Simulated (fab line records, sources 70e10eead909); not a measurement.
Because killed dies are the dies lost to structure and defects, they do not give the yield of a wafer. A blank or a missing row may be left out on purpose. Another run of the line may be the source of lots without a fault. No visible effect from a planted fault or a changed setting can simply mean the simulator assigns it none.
Chamber matching / flow nand_harc / NHARC_A_STAIRCASE_DEP_151 on pecvd-02 has 3 sister chambers
The step deposits SiO2, target thk 7200 nm. 6 wafers are shown with their chamber, then 7 later ones without.

## WAFERS PAIRED WITH THEIR CHAMBERS
wafer=L077.5; chamber=0; heater_power_w (W)=578
wafer=L083.3; chamber=1; heater_power_w (W)=647
wafer=L083.5; chamber=1; heater_power_w (W)=662
wafer=L086.4; chamber=0; heater_power_w (W)=581
wafer=L089.2; chamber=2; heater_power_w (W)=676
wafer=L089.4; chamber=2; heater_power_w (W)=617

## WAFERS MISSING THEIR CHAMBER
wafer=L089.5; heater_power_w (W)=624
wafer=L088.3; heater_power_w (W)=678
wafer=L088.5; heater_power_w (W)=561
wafer=L088.6; heater_power_w (W)=628
wafer=L097.1; heater_power_w (W)=777
wafer=L097.3; heater_power_w (W)=674
wafer=L097.4; heater_power_w (W)=689

## THE CHAMBER EACH PASSED THROUGH
wafer=L089.5; from the rows above=can't be placed: 2 or 1 or 0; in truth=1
wafer=L088.3; from the rows above=can't be placed: 1 or 2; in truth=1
wafer=L088.5; from the rows above=0; in truth=0
wafer=L088.6; from the rows above=can't be placed: 2 or 1 or 0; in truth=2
wafer=L097.1; from the rows above=can't be placed: 1 or 2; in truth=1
wafer=L097.3; from the rows above=can't be placed: 1 or 2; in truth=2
wafer=L097.4; from the rows above=can't be placed: 1 or 2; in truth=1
Correctly placed: 1 of 7. Not placeable from these rows: 6 (in 6, the candidates include the true chamber). Number placed wrongly: 0.
How it was worked out, from the rows above alone: a wafer's distance from a chamber is the root of the sum, over the readings, of the square of ((its reading less the chamber's mean) divided by the reading's scatter). If the next closest chamber is less than 2 further off than the closest, the wafer can't be placed; otherwise it belongs to the closest. The mean given for a chamber averages the wafers shown for that chamber. How the scatter is found: for the shown wafers, subtract from each reading the mean of its chamber, square and add these, divide the total by (wafers less chambers), then take the root.
